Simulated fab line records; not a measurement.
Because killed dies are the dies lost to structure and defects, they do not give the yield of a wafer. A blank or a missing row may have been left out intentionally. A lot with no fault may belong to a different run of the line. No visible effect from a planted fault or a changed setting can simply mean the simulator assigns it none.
Matching of chambers ; flow n5Finfet ; 4 sister chambers for N5_BEOL_M0_SAQP_ETCH_88 on rieDiel-01
The step etches underlayer in N2/H2, target depth 6.5 nm, time 5.2 s. 4 wafers are shown with their chamber, then 8 later ones without.

EACH WAFER AND ITS CHAMBER
wafer;chamber;showerheadPlenumPTorr (Torr)
L085.2;1;2.58
L085.3;3;2.43
L085.6;0;2.60
L087.2;2;2.51

WAFERS WHOSE CHAMBER IS MISSING
wafer;showerheadPlenumPTorr (Torr)
L087.3;2.43
L087.6;2.59
L090.1;2.59
L090.4;2.51
L090.6;2.59
L092.2;2.59
L092.4;2.58
L092.6;2.50

EACH ONE'S CHAMBER
wafer;from the rows above;in truth
L087.3;3;3
L087.6;can't be placed: 1 or 0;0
L090.1;can't be placed: 1 or 0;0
L090.4;2;2
L090.6;can't be placed: 1 or 0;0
L092.2;can't be placed: 1 or 0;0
L092.4;1;1
L092.6;2;2
Placed correctly: 4 of 8. Cannot be placed on the basis of these rows: 4; the candidates contain the true chamber in 4. Wrongly placed: 0.
How it was worked out, from the rows above alone: a wafer's distance from a chamber is the root of the sum, over the readings, of the square of ((its reading less the chamber's mean) divided by the reading's scatter). The wafer belongs to the nearest chamber; if the next one is less than 2 further off, it can't be placed. The mean given for a chamber averages the wafers shown for that chamber. The scatter (one wafer shown for each chamber): square how far every hidden wafer sits from the nearest shown wafer, average those squares and take the square root.
